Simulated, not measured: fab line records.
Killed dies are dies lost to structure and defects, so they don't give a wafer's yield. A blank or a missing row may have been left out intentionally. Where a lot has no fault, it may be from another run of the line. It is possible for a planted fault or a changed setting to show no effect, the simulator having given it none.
Split-lot experiment :: flow n5 finfet :: 21 wafers read from 7 lots, route of 1938 steps

## ABOUT THE SPLIT
At N5_PMOS_HMC_CHANNEL_EPI_ETCH_32 (etches BARC in N2/H2, stops on SiO2, target depth 85.8 nm, time 50.3 s), the setting bias w was moved away from the recipe's 150 W on 4 of the 21 wafers read, by -11.3% to +17.1%. The other wafers ran this setting at the recipe's value.

The reading comes from the split's own step.

## THE READING
rf vpp V, in V, at N5_PMOS_HMC_CHANNEL_EPI_ETCH_32 (etches BARC in N2/H2, stops on SiO2, target depth 85.8 nm, time 50.3 s). Fault-free wafers of this fab line usually give 523.8 V, standard deviation 2.4 V.

wafer: L078.2
tool, chamber at the split: rie diel-03, 3
bias w as run, W: 150
against the recipe: recipe
rf vpp V, V: 522.7
against lot-mates on the recipe: -

wafer: L078.3
tool, chamber at the split: rie diel-03, 1
bias w as run, W: 150
against the recipe: recipe
rf vpp V, V: 527.3
against lot-mates on the recipe: -

wafer: L078.5
tool, chamber at the split: rie diel-03, 1
bias w as run, W: 133.1
against the recipe: -11.3%
rf vpp V, V: 489.1
against lot-mates on the recipe: -35.9

wafer: L081.1
tool, chamber at the split: rie diel-06, 0
bias w as run, W: 150
against the recipe: recipe
rf vpp V, V: 527.1
against lot-mates on the recipe: -

wafer: L081.2
tool, chamber at the split: rie diel-06, 2
bias w as run, W: 150
against the recipe: recipe
rf vpp V, V: 525.2
against lot-mates on the recipe: -

wafer: L081.4
tool, chamber at the split: rie diel-06, 1
bias w as run, W: 150
against the recipe: recipe
rf vpp V, V: 522.0
against lot-mates on the recipe: -

wafer: L084.1
tool, chamber at the split: rie diel-03, 2
bias w as run, W: 150
against the recipe: recipe
rf vpp V, V: 526.1
against lot-mates on the recipe: -

wafer: L084.3
tool, chamber at the split: rie diel-03, 0
bias w as run, W: 150
against the recipe: recipe
rf vpp V, V: 524.3
against lot-mates on the recipe: -

wafer: L084.6
tool, chamber at the split: rie diel-03, 0
bias w as run, W: 150
against the recipe: recipe
rf vpp V, V: 523.5
against lot-mates on the recipe: -

wafer: L087.1
tool, chamber at the split: rie diel-03, 1
bias w as run, W: 150
against the recipe: recipe
rf vpp V, V: 525.8
against lot-mates on the recipe: -

wafer: L087.3
tool, chamber at the split: rie diel-03, 2
bias w as run, W: 150
against the recipe: recipe
rf vpp V, V: 526.1
against lot-mates on the recipe: -

wafer: L087.4
tool, chamber at the split: rie diel-03, 0
bias w as run, W: 150
against the recipe: recipe
rf vpp V, V: 523.0
against lot-mates on the recipe: -

wafer: L089.1
tool, chamber at the split: rie diel-01, 0
bias w as run, W: 150
against the recipe: recipe
rf vpp V, V: 522.0
against lot-mates on the recipe: -

wafer: L089.2
tool, chamber at the split: rie diel-01, 1
bias w as run, W: 150
against the recipe: recipe
rf vpp V, V: 519.8
against lot-mates on the recipe: -

wafer: L089.3
tool, chamber at the split: rie diel-01, 2
bias w as run, W: 150
against the recipe: recipe
rf vpp V, V: 524.4
against lot-mates on the recipe: -

wafer: L090.1
tool, chamber at the split: rie diel-06, 2
bias w as run, W: 169.9
against the recipe: +13.3%
rf vpp V, V: 567.9
against lot-mates on the recipe: +47.7

wafer: L090.3
tool, chamber at the split: rie diel-06, 3
bias w as run, W: 150
against the recipe: recipe
rf vpp V, V: 520.2
against lot-mates on the recipe: -

wafer: L090.5
tool, chamber at the split: rie diel-06, 0
bias w as run, W: 169.9
against the recipe: +13.3%
rf vpp V, V: 569.8
against lot-mates on the recipe: +49.6

wafer: L094.3
tool, chamber at the split: rie diel-01, 3
bias w as run, W: 150
against the recipe: recipe
rf vpp V, V: 524.2
against lot-mates on the recipe: -

wafer: L094.5
tool, chamber at the split: rie diel-01, 1
bias w as run, W: 150
against the recipe: recipe
rf vpp V, V: 520.2
against lot-mates on the recipe: -

wafer: L094.6
tool, chamber at the split: rie diel-01, 3
bias w as run, W: 175.6
against the recipe: +17.1%
rf vpp V, V: 581.8
against lot-mates on the recipe: +59.6

THE FIT
A straight line over all 21 wafers: rf vpp V changes by +3.33 V for each +1% of bias w; r = +0.99; the points scatter about the line by 2.3 V.
The same after taking each lot's own level away (the mean of its wafers on the recipe; 21 wafers): +3.51 V for each +1%; r = +1.00; scatter 2 V.
Per that fit: largest bias w move, reading shift of 60 V.
Across the lots, their own levels run from 520.20 to 525.00 V, a range of 2.0 times the standard deviation given above.
Hence the lot-to-lot level has little effect on the slope; both slopes agree.
Check: for one of the wafers moved furthest among these (+17.1%), held out of the fit, the line's prediction against its lot-mates is +60.6 V. Against them it came out at +59.6 V.
Tool readings at the split's step, against how far the setting was moved: rf vpp V r = +0.99.

## THE OTHER SPLITS THESE WAFERS WENT THROUGH
These wafers also went through other splits before the reading. Each is held against what the fit with the lots' levels taken away leaves over:
other split on the same wafers: N5_ZERO_LAYER_EXPOSE_08 dose mj
wafers away from the commonest value: 8
r with rf vpp V (lot level and that fit taken away): +0.17

other split on the same wafers: N5_ZERO_LAYER_DEVELOP_10 develop time s
wafers away from the commonest value: 7
r with rf vpp V (lot level and that fit taken away): +0.14

other split on the same wafers: N5_PMOS_HMC_CHANNEL_EPI_PEB_07 peb temp c
wafers away from the commonest value: 7
r with rf vpp V (lot level and that fit taken away): -0.16

## THE FILE'S OWN FIT
rf vpp V changes by +3.48 V for each +1% of bias w, r = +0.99.
